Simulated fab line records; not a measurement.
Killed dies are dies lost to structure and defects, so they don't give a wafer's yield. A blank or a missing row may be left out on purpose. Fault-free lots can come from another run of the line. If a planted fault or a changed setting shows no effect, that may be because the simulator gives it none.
Matching of chambers    flow n5_finfet    ald_sin-03 running N5_MOL_CONTACT_COAG_ALD_27: 4 sister chambers
The step deposits SiOC, target thk 17 nm, pulse time 1.5 s, time 2720 s. 8 wafers are shown with their chamber, then 9 later ones without.

## WAFERS WITH THEIR CHAMBER
wafer   chamber  heater_power_w (W)  susceptor_temp_C (C)
L083.3  0        800                 400.20
L083.6  1        809                 400.13
L085.1  3        780                 399.98
L085.2  1        823                 400.10
L085.3  2        903                 400.22
L086.4  0        774                 400.00
L086.5  3        791                 400.21
L086.6  2        886                 400.18

## WAFERS WHOSE CHAMBER IS MISSING
wafer   heater_power_w (W)  susceptor_temp_C (C)
L089.3  786                 400.15
L089.4  807                 399.86
L089.5  767                 400.21
L090.2  916                 399.67
L090.3  799                 400.04
L090.4  782                 399.97
L094.1  903                 399.74
L094.2  791                 399.77
L094.3  825                 399.96

## CHAMBER TAKEN BY EACH
wafer   from the rows above           in truth
L089.3  can't be placed: 0 or 3 or 1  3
L089.4  can't be placed: 1 or 0 or 3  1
L089.5  can't be placed: 3 or 0       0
L090.2  2                             2
L090.3  can't be placed: 0 or 3 or 1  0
L090.4  can't be placed: 3 or 0 or 1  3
L094.1  2                             2
L094.2  can't be placed: 3 or 0 or 1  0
L094.3  can't be placed: 1 or 0 or 3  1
2 of 9 placed correctly. Can't be placed from these rows: 7 (the true chamber is among the candidates in 7). 0 placed wrongly.
How it was worked out, from the rows above alone: a wafer's distance from a chamber is the root of the sum, over the readings, of the square of ((its reading less the chamber's mean) divided by the reading's scatter). If the next closest chamber is less than 2 further off than the closest, the wafer can't be placed; otherwise it belongs to the closest. The mean given for a chamber averages the wafers shown for that chamber. The scatter: take each reading less its chamber's mean, square it, sum over the shown wafers, divide by the number of wafers less the number of chambers, and take the root.
